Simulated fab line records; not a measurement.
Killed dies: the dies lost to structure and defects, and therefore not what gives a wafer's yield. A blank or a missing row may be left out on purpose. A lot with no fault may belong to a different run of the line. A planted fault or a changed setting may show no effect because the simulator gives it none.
A lot that was struck, set against a sound lot	flow n5 finfet	24 steps out of a route of 1938
Sound: the wafers L520.1, L520.4, L520.5. Wafers L534.1, L534.3, L534.5 were the ones struck. The cause is named last.
Order at every step that has rows: each side's tool, ch and its chambers, its first start. Under that, the readings that differ: sound wafers	struck wafers	difference of the means	sigmas: that difference in standard deviations of wafers without a fault.
alike: same words and numbers on both sides, and readings whose means sit less than 2 such deviations apart. not compared: any withheld reading, any reading some wafer has no value for, any bound like >300 that may hide the same value, and any number with overlapping values for which the record gives no deviation.
A row with sigmas, a row that says differs or no value, or rows on one side alone: a step with any of these is where the two part. When numbers do not overlap yet have no deviation, they are printed without sigmas and do not part them. A reading that every wafer of one side lacks parts them only if that side has two wafers or more.

first, 9 steps without rows for these wafers: N5_BEOL_M2_PEB_09 (peb time 60 s); N5_BEOL_M2_DEVELOP_10 (develop time 30 s); N5_BEOL_M2_DESCUM_16 (chemistry O2, time 7 s); N5_BEOL_M2_ETCH_74 (etches underlayer in N2/H2, target depth 6.5 nm, time 5.2 s); N5_BEOL_M2_ETCH_63 (etches SiARC in CF4, target depth 15.6 nm, time 26 s); N5_BEOL_M2_ETCH_64 (etches SOC in N2/H2, target depth 75 nm, overetch 22.5 nm, time 121.9 s); N5_BEOL_M2_STRIP_65 (strips in N2/H2); N5_BEOL_M2_STRIP_75 (strips in N2/H2); N5_BEOL_M2_STRIP_66 (strips in CF4).
N5_BEOL_M2_HM_OPEN_17: chemistry Cl2/BCl3, target TiN, target depth 20 nm, overetch 6 nm.
  sound on rie metal-02 ch 0,1, day 7 13:59; struck on rie metal-02 ch 0,1, day 10 22:55
  alike: drypump motor current A, mfc ar sccm, oes product au, throttle valve pct
  not compared: rf hours counter h
then, 10 steps without rows for these wafers: N5_BEOL_M2_STRIP_19 (strips in O2); N5_BEOL_M2_COAT_67 (time 60 s, resist thk 60 nm); N5_BEOL_M2_COAT_68 (time 60 s, resist thk 12 nm); N5_BEOL_M2_COAT_76 (time 60 s, resist thk 5 nm); N5_BEOL_M2_COAT_22 (resist thk 30 nm); N5_BEOL_M2_EBR_24; N5_BEOL_M2_SOFTBAKE_23 (time 60 s); N5_BEOL_M2_EXPOSE_25 (exposes mask V1, defocus 5 nm); N5_BEOL_M2_PEB_26 (peb time 60 s); N5_BEOL_M2_DEVELOP_27 (develop time 30 s).
N5_BEOL_M2_INSPECT_30: inspects for defects (brightfield).
  sound on defect inspect-02, day 7 14:34; struck on defect inspect-02, day 10 23:39
reading	sound	struck	difference	sigmas
raw defect count	305 370 379	1036 966 908	+619	+7
then, 1 step without rows for these wafers: N5_BEOL_M2_DESCUM_33 (chemistry O2, time 7 s).
N5_BEOL_M4_RC_MEAS_101:
  sound on prober-01 ch 0, day 8 21:04; struck on prober-01 ch 0, day 12 06:40
  alike: DIBL_N, DIBL_P, IOFF_N, IOFF_P, ION_N, ION_P, SS_N, SS_P, VT_N, VT_P
-- here the record skips 4 days between the struck wafers' starts before and after, leaving off in module BEOL_M4 and picking up in module PASSIVATION (first step shown: number 1936 of the route) --
N5_PASSIVATION_PROBE_49:
  rows exist in the record for the struck wafers here (prober-01, day 16 17:57), but not for the sound ones

## WHERE THEY PART
Last at N5_PASSIVATION_PROBE_49 as far as this record goes, first at N5_BEOL_M2_INSPECT_30.

WHY: what had been put in by the simulator
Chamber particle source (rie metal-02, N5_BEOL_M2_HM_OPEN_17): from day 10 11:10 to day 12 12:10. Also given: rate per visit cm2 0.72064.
